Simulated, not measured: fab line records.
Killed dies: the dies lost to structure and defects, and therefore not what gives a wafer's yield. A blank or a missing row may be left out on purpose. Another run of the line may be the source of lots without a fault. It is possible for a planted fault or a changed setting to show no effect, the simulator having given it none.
Matching of chambers :: flow nand_harc :: NHARC_P_ZERO_WELL_ETCH_63 on rie_si-03: 4 sister chambers
The step etches the open film in HBr/Cl2, target depth 120 nm, time 40.1 s. 4 wafers are shown with their chamber, then 8 later ones without.

== WAFERS WITH THEIR CHAMBER ==
wafer: L080.5
chamber: 0
drypump_motor_current_A (A): 5.2

wafer: L081.3
chamber: 1
drypump_motor_current_A (A): 6.0

wafer: L081.4
chamber: 2
drypump_motor_current_A (A): 5.9

wafer: L087.1
chamber: 3
drypump_motor_current_A (A): 5.3

== WAFERS WITH NO CHAMBER GIVEN ==
wafer: L087.2
drypump_motor_current_A (A): 5.8

wafer: L087.3
drypump_motor_current_A (A): 6.0

wafer: L093.2
drypump_motor_current_A (A): 6.0

wafer: L093.4
drypump_motor_current_A (A): 5.1

wafer: L093.6
drypump_motor_current_A (A): 6.0

wafer: L097.1
drypump_motor_current_A (A): 5.1

wafer: L097.2
drypump_motor_current_A (A): 5.2

wafer: L097.5
drypump_motor_current_A (A): 5.3

== CHAMBER TAKEN BY EACH ==
wafer: L087.2
from the rows above: can't be placed: 2 or 1
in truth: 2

wafer: L087.3
from the rows above: can't be placed: 1 or 2
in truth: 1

wafer: L093.2
from the rows above: can't be placed: 1 or 2
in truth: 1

wafer: L093.4
from the rows above: can't be placed: 0 or 3
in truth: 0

wafer: L093.6
from the rows above: can't be placed: 1 or 2
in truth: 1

wafer: L097.1
from the rows above: can't be placed: 0 or 3
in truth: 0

wafer: L097.2
from the rows above: can't be placed: 0 or 3
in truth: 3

wafer: L097.5
from the rows above: can't be placed: 3 or 0
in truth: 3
0 of 8 placed correctly. These rows do not allow placing 8 (true chamber among the candidates in 8). Wrongly placed: 0.
How it was worked out, from the rows above alone: a wafer's distance from a chamber is the root of the sum, over the readings, of the square of ((its reading less the chamber's mean) divided by the reading's scatter). If the next closest chamber is less than 2 further off than the closest, the wafer can't be placed; otherwise it belongs to the closest. Each chamber's mean is taken over the wafers shown for it. The scatter (one wafer shown for each chamber): square how far every hidden wafer sits from the nearest shown wafer, average those squares and take the square root.
